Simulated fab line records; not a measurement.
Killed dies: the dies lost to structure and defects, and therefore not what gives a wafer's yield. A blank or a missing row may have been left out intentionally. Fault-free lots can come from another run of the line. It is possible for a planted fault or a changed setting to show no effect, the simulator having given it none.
Which tool is to blame? + flow n5 finfet + 36 wafers from 12 lots sampled at 4 of the route's 1938 steps

== WHAT EACH GAUGE READ, for each wafer ==
N5_BEOL_M15_INSPECT_55: inspects for defects (darkfield).
| lot  | measured     | on                | raw defect count |
|------|--------------|-------------------|------------------|
| L078 | day 17 21:07 | defect inspect-01 | 84 117 110       |
| L079 | day 19 11:41 | defect inspect-01 | 52 74 71         |
| L080 | day 20 02:43 | defect inspect-02 | 63 42 64         |
| L076 | day 21 00:35 | defect inspect-01 | 107 98 57        |
| L083 | day 21 14:40 | defect inspect-01 | 71 116 82        |
| L085 | day 21 16:29 | defect inspect-01 | 85 53 78         |
| L091 | day 22 01:34 | defect inspect-02 | 69 75 111        |
| L087 | day 22 05:41 | defect inspect-01 | 37 73 71         |
| L089 | day 22 15:17 | defect inspect-02 | 82 97 76         |
| L095 | day 23 07:56 | defect inspect-01 | 101 129 156      |
| L094 | day 23 22:22 | defect inspect-02 | 62 55 58         |
| L096 | day 24 08:29 | defect inspect-01 | 103 62 112       |

== EACH LOT AND THE TOOL THAT RAN IT (in order: tool; ch and the chambers of the sampled wafers; start) ==
| lot  | N5_BEOL_M15_ETCH_38                           | N5_BEOL_M15_DEGAS_41         | N5_BEOL_M15_SPUTTER_43       |
|------|-----------------------------------------------|------------------------------|------------------------------|
| L078 | rie diel-05 ch 0,1,2, day 17 19:43 or earlier | pvd sputter-01, day 17 19:43 | pvd sputter-01, day 17 19:48 |
| L079 | rie diel-04 ch 0,1,3, day 19 10:12 or earlier | pvd sputter-03, day 19 10:12 | pvd sputter-03, day 19 10:17 |
| L080 | rie diel-04 ch 0,3, day 20 01:21 or earlier   | pvd sputter-02, day 20 01:21 | pvd sputter-02, day 20 01:26 |
| L076 | rie diel-05 ch 1,2, day 20 23:11 or earlier   | pvd sputter-02, day 20 23:11 | pvd sputter-02, day 20 23:16 |
| L083 | rie diel-05 ch 0,1,2, day 21 13:19 or earlier | pvd sputter-03, day 21 13:19 | pvd sputter-03, day 21 13:24 |
| L085 | rie diel-01 ch 0,1,3, day 21 14:02 or earlier | pvd sputter-03, day 21 14:02 | pvd sputter-03, day 21 14:07 |
| L091 | rie diel-01 ch 0,2, day 22 00:14 or earlier   | pvd sputter-02, day 22 00:14 | pvd sputter-02, day 22 00:19 |
| L087 | rie diel-05 ch 1,3, day 22 04:09 or earlier   | pvd sputter-03, day 22 04:09 | pvd sputter-03, day 22 04:14 |
| L089 | rie diel-05 ch 0,3, day 22 13:41 or earlier   | pvd sputter-01, day 22 13:41 | pvd sputter-01, day 22 13:46 |
| L095 | rie diel-01 ch 0,3, day 23 06:34 or earlier   | pvd sputter-03, day 23 06:34 | pvd sputter-03, day 23 06:38 |
| L094 | rie diel-05 ch 0,1,3, day 23 20:41 or earlier | pvd sputter-02, day 23 20:41 | pvd sputter-02, day 23 20:46 |
| L096 | rie diel-05 ch 1,3, day 24 07:08 or earlier   | pvd sputter-03, day 24 07:08 | pvd sputter-03, day 24 07:13 |
- N5_BEOL_M15_ETCH_38: etches SiCN in CF4/N2, target depth 106.4 nm, time 120.5 s.
- N5_BEOL_M15_DEGAS_41: time 60 s.
- N5_BEOL_M15_SPUTTER_43: material TaN, target thk 15 nm, time 24.19 s.

== THE ANSWER, worked out from the rows above alone ==
Rule: usual is defined by the lots themselves. The widest of any qualifying gaps counts: lots, ordered by their means at a reading, are off when they make up no more than a third of the lots, leave a main group of 4 or more, and stand apart from it by 3 or more times the standard deviation of that group's means. The tables above print the reading to a certain number of digits; a main group whose means all agree to those digits is not used. Also off: a lot with no number at a reading for which 4 or more lots have one. The other lots that the step has rows for count as sound.
Across all readings shown, no lot is off: no conclusion can be drawn from this.

== WHAT THE SIMULATOR HAD PUT IN ==
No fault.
